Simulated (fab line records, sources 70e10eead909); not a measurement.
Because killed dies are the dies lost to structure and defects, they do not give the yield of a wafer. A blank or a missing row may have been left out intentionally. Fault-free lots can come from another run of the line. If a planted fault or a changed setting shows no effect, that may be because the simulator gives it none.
Matching of chambers :: flow nand_harc :: cmp-03 running NHARC_P_CONTACT_CMP_01: 4 sister chambers
The step polishes SiO2, target thk 200 nm. 4 wafers are shown with their chamber, then 7 later ones without.

## EACH WAFER AND ITS CHAMBER
wafer: L157.5
chamber: 1
motor_current_A (A): 13.0

wafer: L157.6
chamber: 2
motor_current_A (A): 13.0

wafer: L162.1
chamber: 0
motor_current_A (A): 12.2

wafer: L162.2
chamber: 3
motor_current_A (A): 12.8

## WAFERS WITH NO CHAMBER GIVEN
wafer: L162.5
motor_current_A (A): 12.7

wafer: L167.1
motor_current_A (A): 13.4

wafer: L167.3
motor_current_A (A): 13.0

wafer: L167.4
motor_current_A (A): 13.0

wafer: L170.2
motor_current_A (A): 13.3

wafer: L170.3
motor_current_A (A): 12.1

wafer: L170.5
motor_current_A (A): 12.9

## WHICH CHAMBER EACH ONE RAN IN
wafer: L162.5
from the rows above: can't be placed: 3 or 1 or 2 or 0
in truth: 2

wafer: L167.1
from the rows above: can't be placed: 1 or 2 or 3
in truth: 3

wafer: L167.3
from the rows above: can't be placed: 1 or 2 or 3
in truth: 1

wafer: L167.4
from the rows above: can't be placed: 1 or 2 or 3
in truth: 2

wafer: L170.2
from the rows above: can't be placed: 1 or 2 or 3
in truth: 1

wafer: L170.3
from the rows above: 0
in truth: 0

wafer: L170.5
from the rows above: can't be placed: 1 or 2 or 3
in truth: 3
Placed correctly: 1 of 7. Not placeable from these rows: 6 (in 6, the candidates include the true chamber). 0 placed wrongly.
How it was worked out, from the rows above alone: a wafer's distance from a chamber is the root of the sum, over the readings, of the square of ((its reading less the chamber's mean) divided by the reading's scatter). The wafer belongs to the nearest chamber; if the next one is less than 2 further off, it can't be placed. Each chamber's mean is taken over the wafers shown for it. The scatter: with one shown wafer a chamber, the root of the mean of the squares of how far each hidden wafer lies from its nearest shown one.
